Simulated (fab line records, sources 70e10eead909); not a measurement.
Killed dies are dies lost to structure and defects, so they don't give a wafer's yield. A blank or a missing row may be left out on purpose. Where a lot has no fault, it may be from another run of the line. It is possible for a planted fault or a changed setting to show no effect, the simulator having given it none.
Matching of chambers :: flow nand-harc :: rie-diel-01 running NHARC_P_CONTACT_STRIP_28: 4 sister chambers
The step strips in O2. 4 wafers are shown with their chamber, then 10 later ones without.

== WAFERS PAIRED WITH THEIR CHAMBERS ==
wafer: L087.3
chamber: 2
showerhead-plenum-p-Torr (Torr): 3.30

wafer: L089.6
chamber: 1
showerhead-plenum-p-Torr (Torr): 3.35

wafer: L088.3
chamber: 3
showerhead-plenum-p-Torr (Torr): 3.77

wafer: L088.4
chamber: 0
showerhead-plenum-p-Torr (Torr): 3.51

== WAFERS WITH NO CHAMBER GIVEN ==
wafer: L088.6
showerhead-plenum-p-Torr (Torr): 3.77

wafer: L093.1
showerhead-plenum-p-Torr (Torr): 3.50

wafer: L093.5
showerhead-plenum-p-Torr (Torr): 3.77

wafer: L093.6
showerhead-plenum-p-Torr (Torr): 3.30

wafer: L094.1
showerhead-plenum-p-Torr (Torr): 3.35

wafer: L094.4
showerhead-plenum-p-Torr (Torr): 3.30

wafer: L094.6
showerhead-plenum-p-Torr (Torr): 3.77

wafer: L097.1
showerhead-plenum-p-Torr (Torr): 3.30

wafer: L097.4
showerhead-plenum-p-Torr (Torr): 3.34

wafer: L097.6
showerhead-plenum-p-Torr (Torr): 3.50

== CHAMBER TAKEN BY EACH ==
wafer: L088.6
from the rows above: 3
in truth: 3

wafer: L093.1
from the rows above: 0
in truth: 0

wafer: L093.5
from the rows above: 3
in truth: 3

wafer: L093.6
from the rows above: 2
in truth: 2

wafer: L094.1
from the rows above: 1
in truth: 1

wafer: L094.4
from the rows above: 2
in truth: 2

wafer: L094.6
from the rows above: 3
in truth: 3

wafer: L097.1
from the rows above: 2
in truth: 2

wafer: L097.4
from the rows above: 1
in truth: 1

wafer: L097.6
from the rows above: 0
in truth: 0
Correctly placed: 10 of 10. Number that these rows cannot place: 0. Placed wrongly: 0.
How it was worked out, from the rows above alone: a wafer's distance from a chamber is the root of the sum, over the readings, of the square of ((its reading less the chamber's mean) divided by the reading's scatter). If the next closest chamber is less than 2 further off than the closest, the wafer can't be placed; otherwise it belongs to the closest. A chamber's mean is the mean of its shown wafers. The scatter: root of mean squared gap, hidden wafer to nearest shown wafer, with one shown wafer a chamber.
